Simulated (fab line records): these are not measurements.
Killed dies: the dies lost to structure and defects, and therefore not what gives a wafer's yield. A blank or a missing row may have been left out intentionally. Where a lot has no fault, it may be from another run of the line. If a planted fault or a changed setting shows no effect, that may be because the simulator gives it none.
fab line records	flow nand_harc	part 1 of 2: steps 1 to 4 of 6
[record] lots = 21	wafers = 63	last_day = 33
route steps=1302 shown A_STAIRCASE@716
lots that met no fault: from a run of the same line without faults
start_h: hours from the record's opening day to when the first of the lot's shown wafers began	wait_h: hours since the lot's step before	" unchanged from the row above	L1.1+2: several wafers, shown together as one row	- either no value or no given start	* or withheld: withheld	< > ~ a bound
route shown NAME@n: a module of which the file shows steps, and the number in the route of the first	usual: the fault-free wafers' mean and standard deviation	same: alike in all rows	chamber/n: place in a boat	sites: the reading at each site	_std_site: standard deviation across them	_edge_site: outer sites' mean less inner sites'	radius_mm: how far each site lies from the wafer's centre	mask NAME#n: copy n	behind: the most recent tool/chamber to have shaped the wafer	hold: the reason the lot was held/the length of the hold in hours/how it ended	device: whichever transistor did not switch (one of n, p or np)	end of line: at the end of the route, the tests of the same wafers	where a step has no rows: the recipe by itself	killed: dies lost to structure and defects at the first sort, not the wafer's yield	map: per-die view of a wafer (x killed, . not killed, _ where there is no die)
set.NAME: the setting that was run; set.NAME@STEP: the one run at that earlier step	model.NAME: the simulator's own value behind a step, which no gauge read
route steps across a sampled set of lots; one table per step, one row per wafer
services: a tool's chamber out of use, with start hour (start_h, from the record's first day; less than 0 if before it), hours out, and reason
[[steps]]
[step NHARC_A_STAIRCASE_TRIM_202]
[recipe] time_s = 211.2	o2_flow_sccm = 500	ar_flow_sccm = 0	bias_w = 0	chemistry = O2
[usual] drypump_motor_current_A = 5.7/0.6	oes_product_au = 0.997/0.0079	rf_vpp_V = 57.8/0.91	showerhead_plenum_p_Torr = 3.56/0.17	throttle_valve_pct = 17.037/0.0092
[same] bias_w = 0
lot.wafer	tool	chamber	start_h	wait_h	drypump_motor_current_A	oes_product_au	rf_hours_counter_h	rf_vpp_V	showerhead_plenum_p_Torr	throttle_valve_pct
L074.1	rie_diel-01	3	-	-	6.1	1.005	55	57.3	3.31	17.040
L074.4	"	3	"	"	6.0	1.017	-	56.6	3.31	17.040
L074.6	"	0	"	"	4.9	0.996	-	56.4	3.27	17.035
L075.3	rie_diel-09	0	-	-	6.1	0.991	10	58.1	3.58	17.023
L075.4	"	3	"	"	5.6	0.989	-	58.4	3.53	17.030
L075.5	"	1	"	"	5.5	0.995	-	58.3	3.56	17.050
L076.3	rie_diel-05	0	-	-	5.9	0.982	45	57.6	3.33	17.047
L076.6	"	1	"	"	5.3	0.987	-	56.4	3.65	17.039
L076.5	"	2	"	"	4.7	0.984	-	57.4	3.52	17.034
L077.4	rie_diel-01	0	-	-	4.9	0.997	5	57.6	3.81	17.024
L077.2	"	1	"	"	6.3	0.991	6	58.6	3.67	17.045
L077.3	"	2	"	"	6.4	0.991	6	59.0	3.80	17.041
L078.3	rie_diel-05	3	-	-	6.3	0.999	52	58.1	3.71	17.032
L078.4	"	0	"	"	5.9	0.992	56	57.2	3.32	17.022
L078.6	"	3	"	"	6.4	0.995	-	59.0	3.71	17.041
L079.3	rie_diel-01	2	-	-	6.4	1.002	-	57.8	3.80	17.050
L079.4	"	3	"	"	6.0	0.986	-	58.4	3.30	17.036
L079.5	"	3	"	"	6.0	1.008	-	58.8	3.30	17.047
L080.1	rie_diel-09	1	-	-	5.5	1.004	34	58.7	3.55	17.028
L080.6	"	1	"	"	5.5	1.002	-	56.9	3.55	17.022
L080.5	"	2	"	"	5.8	1.008	-	58.1	3.35	17.040
L081.4	rie_diel-05	1	-	-	5.4	0.996	4	58.0	3.64	17.054
L081.2	"	2	"	"	4.7	0.986	4	57.5	3.51	17.014
L081.5	"	0	"	"	5.9	0.992	-	58.4	3.32	17.052
L083.1	rie_diel-05	3	-	-	6.4	1.001	5	59.1	3.70	17.043
L083.4	"	0	"	"	5.9	0.985	6	58.1	3.32	17.025
L083.5	"	0	"	"	5.9	1.002	-	57.1	3.32	17.039
L082.4	rie_diel-05	1	-	-	5.4	0.999	9	58.6	3.64	17.033
L082.3	"	2	"	"	4.7	0.995	8	59.2	3.50	17.037
L082.6	"	2	"	"	4.7	1.005	-	56.1	3.50	17.043
L085.1	rie_diel-01	3	-	-	6.1	0.996	29	56.4	3.29	17.041
L085.4	"	0	"	"	4.9	0.998	19	59.7	3.80	17.019
L085.3	"	1	"	"	6.3	0.996	21	58.8	3.66	17.030
L086.4	rie_diel-05	0	-	-	5.9	1.014	21	56.9	3.31	17.030
L086.1	"	2	"	"	4.7	0.984	20	58.4	3.50	17.041
L086.3	"	3	"	"	6.3	1.006	19	57.6	3.70	17.039
L087.4	rie_diel-01	0	-	-	4.9	1.001	34	57.9	3.79	17.032
L087.2	"	1	"	"	6.3	0.986	29	57.5	3.66	17.023
L087.1	"	3	"	"	6.1	1.000	42	56.6	3.28	17.025
L089.3	rie_diel-05	2	-	-	4.7	0.984	24	58.3	3.50	17.051
L089.2	"	0	"	"	5.9	0.998	26	57.4	3.31	17.043
L089.6	"	2	"	"	4.7	0.991	-	58.0	3.50	17.041
L088.2	rie_diel-01	0	-	-	4.9	0.998	36	58.6	3.79	17.054
L088.3	"	3	"	"	6.1	0.993	44	57.6	3.28	17.024
L088.6	"	0	"	"	4.9	0.996	-	57.5	3.79	17.046
L091.1	rie_diel-01	1	-	-	6.2	1.002	42	59.3	3.65	17.043
L091.3	"	2	"	"	6.4	1.010	62	58.3	3.77	17.050
L091.6	"	1	"	"	6.2	1.004	-	57.5	3.65	17.026
L092.1	rie_diel-05	0	-	-	5.9	0.998	37	55.9	3.30	17.022
L092.2	"	2	"	"	4.7	0.989	36	58.2	3.49	17.035
L092.3	"	3	"	"	6.3	1.000	34	58.5	3.69	17.036
L093.1	rie_diel-05	3	-	-	6.4	0.996	35	58.5	3.69	17.035
L093.4	"	0	"	"	5.9	0.996	38	58.5	3.30	17.044
L093.5	"	3	"	"	6.3	1.003	-	58.3	3.69	17.036
L094.1	rie_diel-05	0	-	-	5.9	0.988	42	57.1	3.30	17.041
L094.4	"	1	"	"	5.3	0.994	43	58.3	3.62	17.029
L094.6	"	3	"	"	6.3	1.005	-	57.0	3.68	17.036
L096.3	rie_diel-05	2	-	-	4.7	0.987	48	57.3	3.48	17.032
L096.4	"	1	"	"	5.3	0.995	49	58.9	3.62	17.038
L096.5	"	2	"	"	4.7	0.983	-	57.0	3.48	17.013
L097.4	rie_diel-01	3	-	-	6.0	0.992	7	56.8	3.80	17.037
L097.1	"	1	"	"	6.3	1.008	13	60.4	3.64	17.030
L097.5	"	0	"	"	4.8	0.991	-	57.8	3.77	17.028
[step NHARC_A_STAIRCASE_TRIM_226]
[recipe] time_s = 211.2	o2_flow_sccm = 500	ar_flow_sccm = 0	bias_w = 0	chemistry = O2
[usual] drypump_motor_current_A = 5.7/0.55	oes_product_au = 0.998/0.0081	rf_vpp_V = 57.8/0.89	showerhead_plenum_p_Torr = 3.55/0.17	throttle_valve_pct = 17.035/0.0094
[same] bias_w = 0
lot.wafer	tool	chamber	start_h	wait_h	drypump_motor_current_A	oes_product_au	rf_hours_counter_h	rf_vpp_V	showerhead_plenum_p_Torr	throttle_valve_pct
L074.1	rie_diel-05	1	-	-	5.3	1.000	40	57.7	3.65	17.035
L074.4	"	3	"	"	6.3	0.992	35	56.9	3.72	17.036
L074.6	"	1	"	"	5.4	1.001	-	56.9	3.65	17.044
L075.3	rie_diel-01	1	-	-	6.3	1.005	51	58.2	3.68	17.033
L075.4	"	3	"	"	6.0	1.010	57	57.4	3.31	17.052
L075.5	"	1	"	"	6.3	0.998	-	59.2	3.68	17.026
L076.3	rie_diel-05	3	-	-	6.3	0.998	38	59.9	3.71	17.036
L076.6	"	1	"	"	5.4	1.003	-	57.8	3.65	17.032
L076.5	"	2	"	"	4.7	1.000	-	58.2	3.52	17.035
L077.3	rie_diel-01	3	-	-	6.1	0.987	5	58.2	3.30	17.021
L077.4	"	0	"	"	4.8	1.003	5	57.7	3.81	17.047
L077.2	"	1	"	"	6.3	0.992	7	58.0	3.67	17.013
L078.4	rie_diel-05	3	-	-	6.3	1.000	52	56.9	3.71	17.036
L078.3	"	2	"	"	4.7	1.002	58	58.3	3.51	17.028
L078.6	"	0	"	"	5.9	1.000	-	58.0	3.32	17.044
L079.4	rie_diel-01	2	-	-	6.4	1.000	-	57.0	3.80	17.050
L079.3	"	3	"	"	6.0	0.996	-	56.5	3.30	17.040
L079.5	"	2	"	"	6.4	0.998	-	58.9	3.80	17.039
L080.1	rie_diel-09	3	-	-	5.6	0.990	31	58.5	3.52	17.050
L080.6	"	3	"	"	5.6	0.985	-	58.6	3.52	17.040
L080.5	"	0	"	"	6.1	1.002	-	58.6	3.57	17.036
L081.4	rie_diel-05	0	-	-	5.9	0.994	4	58.5	3.32	17.029
L081.2	"	1	"	"	5.4	0.998	4	58.5	3.64	17.051
L081.5	"	0	"	"	5.9	0.992	-	57.0	3.32	17.020
L083.4	rie_diel-01	2	-	-	6.4	1.005	26	59.2	3.79	17.043
L083.1	"	0	"	"	4.8	1.008	13	58.7	3.80	17.024
L083.5	"	1	"	"	6.3	1.008	-	56.8	3.67	17.055
L082.3	rie_diel-05	3	-	-	6.3	1.010	8	58.4	3.70	17.030
L082.4	"	2	"	"	4.7	0.991	9	58.6	3.50	17.028
L082.6	"	0	"	"	5.8	1.011	-	57.2	3.32	17.047
L085.4	rie_diel-09	1	-	-	5.5	1.003	58	57.3	3.53	17.024
L085.1	"	3	"	"	5.5	0.996	48	58.5	3.51	17.039
L085.3	"	0	"	"	6.1	0.996	51	56.8	3.56	17.048
L086.4	rie_diel-09	3	-	-	5.6	1.006	52	57.6	3.51	17.038
L086.3	"	0	"	"	6.1	1.002	58	58.4	3.55	17.054
L086.1	"	1	"	"	5.5	1.007	65	57.7	3.53	17.042
L087.4	rie_diel-05	2	-	-	4.7	0.994	24	58.3	3.50	17.030
L087.1	"	0	"	"	5.9	1.004	25	57.2	3.31	17.018
L087.2	"	1	"	"	5.3	1.008	26	58.4	3.63	17.028
L089.2	rie_diel-01	1	-	-	6.3	0.985	31	57.1	3.66	17.039
L089.3	"	2	"	"	6.4	0.997	51	57.6	3.78	17.038
L089.6	"	2	"	"	6.4	1.009	-	60.1	3.78	17.035
L088.3	rie_diel-01	3	-	-	6.0	0.999	46	56.7	3.28	17.043
L088.2	"	2	"	"	6.4	0.999	52	58.5	3.78	17.042
L088.6	"	0	"	"	4.9	1.004	-	59.0	3.79	17.041
L091.1	rie_diel-09	1	-	-	5.5	0.994	9	58.0	3.52	17.048
L091.3	"	2	"	"	5.8	1.008	14	58.0	3.33	17.019
L091.6	"	0	"	"	6.1	0.982	-	58.4	3.54	17.036
L092.3	rie_diel-09	2	-	-	5.8	1.014	16	58.1	3.33	17.052
L092.2	"	3	"	"	5.5	1.005	17	58.0	3.50	17.025
L092.1	"	0	"	"	6.1	0.995	15	57.8	3.54	17.049
L093.1	rie_diel-05	2	-	-	4.7	0.998	38	59.0	3.49	17.037
L093.4	"	1	"	"	5.3	1.005	41	55.7	3.62	17.024
L093.5	"	2	"	"	4.7	0.988	-	58.3	3.49	17.038
L094.4	rie_diel-05	3	-	-	6.3	0.989	40	58.9	3.68	17.034
L094.1	"	0	"	"	5.9	0.983	43	57.9	3.30	17.025
L094.6	"	2	"	"	4.7	0.993	-	58.3	3.49	17.058
L096.3	rie_diel-01	1	-	-	6.3	1.006	7	58.3	3.64	17.053
L096.5	"	3	"	"	6.1	1.001	-	59.8	3.81	17.026
L096.4	"	2	"	"	6.4	0.998	-	58.7	3.76	17.044
L097.1	rie_diel-09	2	-	-	5.8	0.995	35	57.8	3.32	17.026
L097.4	"	0	"	"	6.1	1.003	34	56.2	3.53	17.034
L097.5	"	2	"	"	5.8	1.008	-	57.5	3.32	17.053
[step NHARC_A_STAIRCASE_TRIM_235]
[recipe] time_s = 211.2	o2_flow_sccm = 500	ar_flow_sccm = 0	bias_w = 0	chemistry = O2
[usual] drypump_motor_current_A = 5.7/0.49	oes_product_au = 0.997/0.0075	rf_vpp_V = 57.8/0.88	showerhead_plenum_p_Torr = 3.53/0.15	throttle_valve_pct = 17.035/0.0081
[same] bias_w = 0
lot.wafer	tool	chamber	start_h	wait_h	drypump_motor_current_A	oes_product_au	rf_hours_counter_h	rf_vpp_V	showerhead_plenum_p_Torr	throttle_valve_pct
L074.1	rie_diel-09	3	-	-	5.5	0.996	9	57.7	3.53	17.030
L074.6	"	1	"	"	5.5	1.002	-	59.1	3.56	17.031
L074.4	"	3	"	"	5.5	0.996	-	58.5	3.53	17.040
L075.3	rie_diel-09	1	-	-	5.5	1.004	15	57.4	3.56	17.026
L075.4	"	1	"	"	5.5	1.012	-	57.9	3.56	17.045
L075.5	"	3	"	"	5.5	1.009	-	58.6	3.53	17.045
L076.3	rie_diel-05	2	-	-	4.7	0.996	45	57.0	3.52	17.038
L076.5	"	3	"	"	6.3	0.990	-	58.9	3.71	17.031
L076.6	"	0	"	"	5.8	1.002	-	56.1	3.33	17.043
L077.2	rie_diel-05	0	-	-	5.9	1.002	56	56.6	3.32	17.032
L077.3	"	1	"	"	5.3	0.993	54	59.9	3.65	17.035
L077.4	"	2	"	"	4.7	0.989	58	56.9	3.51	17.032
L078.3	rie_diel-05	0	-	-	5.8	1.001	57	57.7	3.32	17.022
L078.4	"	2	"	"	4.7	1.000	59	57.0	3.51	17.036
L078.6	"	1	"	"	5.4	1.006	-	58.7	3.65	17.029
L079.4	rie_diel-01	2	-	-	6.4	0.997	-	59.9	3.80	17.031
L079.3	"	3	"	"	6.0	0.987	-	59.1	3.30	17.027
L079.5	"	2	"	"	6.4	0.999	-	59.5	3.80	17.025
L080.1	rie_diel-09	1	-	-	5.5	0.996	35	58.5	3.55	17.031
L080.5	"	0	"	"	6.1	0.990	-	56.9	3.57	17.045
L080.6	"	1	"	"	5.5	0.997	-	58.8	3.55	17.043
L081.4	rie_diel-09	3	-	-	5.5	1.006	37	58.1	3.52	17.038
L081.2	"	0	"	"	6.1	1.012	37	56.2	3.57	17.044
L081.5	"	1	"	"	5.5	1.003	-	58.1	3.54	17.033
L083.4	rie_diel-05	2	-	-	4.7	0.980	8	57.1	3.50	17.048
L083.1	"	3	"	"	6.4	0.997	7	58.9	3.70	17.032
L083.5	"	1	"	"	5.4	0.993	-	57.9	3.64	17.042
L082.4	rie_diel-05	0	-	-	5.9	0.984	9	57.3	3.32	17.035
L082.3	"	2	"	"	4.7	0.989	9	55.7	3.50	17.037
L082.6	"	1	"	"	5.3	0.995	-	58.6	3.64	17.039
L085.3	rie_diel-05	3	-	-	6.3	0.996	14	58.0	3.70	17.025
L085.4	"	0	"	"	5.9	0.996	16	57.2	3.31	17.037
L085.1	"	1	"	"	5.4	0.996	16	58.5	3.64	17.025
L086.4	rie_diel-09	2	-	-	5.8	1.020	41	58.8	3.34	17.022
L086.1	"	3	"	"	5.5	0.997	53	58.2	3.51	17.033
L086.3	"	1	"	"	5.5	1.005	66	57.3	3.53	17.022
L087.4	rie_diel-01	0	-	-	4.9	0.999	37	58.2	3.79	17.032
L087.2	"	1	"	"	6.2	0.989	31	58.1	3.66	17.030
L087.1	"	2	"	"	6.4	1.002	51	58.4	3.78	17.035
L089.3	rie_diel-05	0	-	-	5.8	0.991	27	58.2	3.31	17.042
L089.2	"	2	"	"	4.7	0.991	26	57.0	3.49	17.048
L089.6	"	1	"	"	5.4	0.994	-	58.2	3.63	17.036
L088.2	rie_diel-09	0	-	-	6.1	0.991	0	58.1	3.55	17.025
L088.3	"	3	"	"	5.5	0.984	0	58.8	3.51	17.025
L088.6	"	0	"	"	6.1	0.994	-	57.9	3.55	17.040
L091.1	rie_diel-05	1	-	-	5.3	0.995	39	58.7	3.62	17.031
L091.3	"	3	"	"	6.4	0.996	34	57.4	3.69	17.035
L091.6	"	0	"	"	5.9	0.987	-	57.2	3.30	17.041
L092.3	rie_diel-05	2	-	-	4.7	0.984	37	57.4	3.49	17.038
L092.1	"	3	"	"	6.3	0.995	36	57.0	3.68	17.024
L092.2	"	0	"	"	5.9	0.992	39	57.7	3.30	17.025
L093.4	rie_diel-09	2	-	-	5.8	1.008	16	57.1	3.33	17.032
L093.1	"	3	"	"	5.5	1.009	17	57.0	3.50	17.035
L093.5	"	2	"	"	5.8	1.011	-	56.4	3.33	17.028
L094.4	rie_diel-05	2	-	-	4.7	0.993	42	57.6	3.49	17.020
L094.1	"	3	"	"	6.3	1.004	41	59.3	3.68	17.041
L094.6	"	2	"	"	4.7	0.991	-	58.2	3.49	17.041
L096.3	rie_diel-01	3	-	-	6.1	0.992	2	58.0	3.81	17.045
L096.5	"	2	"	"	6.4	1.007	-	58.2	3.76	17.041
L096.4	"	3	"	"	6.1	0.989	-	57.4	3.81	17.030
L097.1	rie_diel-09	1	-	-	5.5	1.003	25	58.0	3.51	17.036
L097.4	"	2	"	"	5.8	1.006	36	58.9	3.32	17.043
L097.5	"	3	"	"	5.5	1.007	-	57.9	3.49	17.032
[step NHARC_A_STAIRCASE_DEP_259]
[recipe] target_thk_a = 300	target_thk_nm = 30	temp_c = 400	pressure_torr = 3.5	flow_sccm = 200	rf_w = 350	material = SiON
[usual] heater_power_outer_w = 470/76	heater_power_w = 776/110
lot.wafer	tool	chamber	start_h	wait_h	heater_power_outer_w	heater_power_w	since_wet_clean_h
L074.1	pecvd-01	1	373.43	1.6	535	877	49
L074.4	"	1	"	"	534	878	-
L074.6	"	2	"	"	629	969	-
L075.3	pecvd-03	1	377.15	1.0	349	571	160
L075.4	"	2	"	"	394	694	-
L075.5	"	1	"	"	340	558	-
L076.3	pecvd-04	2	388.43	1.0	467	758	106
L076.6	"	1	"	"	448	782	-
L076.5	"	2	"	"	471	750	-
L077.3	pecvd-03	0	414.79	1.0	462	783	17
L077.2	"	1	"	"	358	579	17
L077.4	"	2	"	"	330	597	-
L078.3	pecvd-01	1	417.51	1.0	460	816	94
L078.6	"	2	"	"	653	977	-
L078.4	"	1	"	"	488	804	-
L080.1	pecvd-01	0	420.19	1.7	529	882	96
L080.5	"	2	"	"	556	862	-
L080.6	"	0	"	"	530	881	-
L079.3	pecvd-01	1	420.31	1.2	545	906	96
L079.5	"	2	"	"	639	992	-
L079.4	"	0	"	"	525	879	-
L081.2	pecvd-03	0	438.68	1.3	465	791	41
L081.5	"	0	"	"	468	772	-
L081.4	"	1	"	"	411	665	-
L083.1	pecvd-03	0	447.88	1.6	441	743	50
L083.5	"	1	"	"	347	586	-
L083.4	"	2	"	"	380	628	-
L082.3	pecvd-03	0	456.33	1.0	405	678	59
L082.4	"	2	"	"	377	644	-
L082.6	"	0	"	"	396	675	-
L085.1	pecvd-01	0	477.31	1.6	535	893	153
L085.3	"	1	"	"	469	790	153
L085.4	"	0	"	"	532	895	-
L086.1	pecvd-01	1	490.97	1.6	485	840	167
L086.3	"	2	"	"	561	877	167
L086.4	"	1	"	"	502	835	-
L087.2	pecvd-04	2	512.98	1.3	433	696	49
L087.1	"	0	"	"	450	749	50
L087.4	"	1	"	"	484	805	-
L089.2	pecvd-04	2	514.82	1.3	435	723	51
L089.3	"	0	"	"	487	784	51
L089.6	"	1	"	"	406	686	-
L088.2	pecvd-03	0	514.92	1.3	440	761	117
L088.3	"	2	"	"	364	641	117
L088.6	"	1	"	"	377	591	-
L091.1	pecvd-04	2	548.76	1.6	406	683	85
L091.3	"	0	"	"	433	721	85
L091.6	"	0	"	"	450	747	-
L092.1	pecvd-01	1	556.24	1.5	546	899	51
L092.2	"	2	"	"	646	940	51
L092.3	"	0	"	"	561	970	51
L093.1	pecvd-04	0	559.06	1.6	477	800	96
L093.5	"	0	"	"	495	782	-
L093.4	"	1	"	"	484	805	-
L094.1	pecvd-04	2	577.09	1.6	495	831	114
L094.4	"	1	"	"	464	791	-
L094.6	"	0	"	"	421	698	-
L096.3	pecvd-03	0	582.70	1.0	422	705	4
L096.4	"	2	"	"	381	666	-
L096.5	"	0	"	"	421	687	-
L097.1	pecvd-01	1	608.82	1.6	460	798	104
L097.5	"	2	"	"	558	851	-
L097.4	"	0	"	"	563	953	-
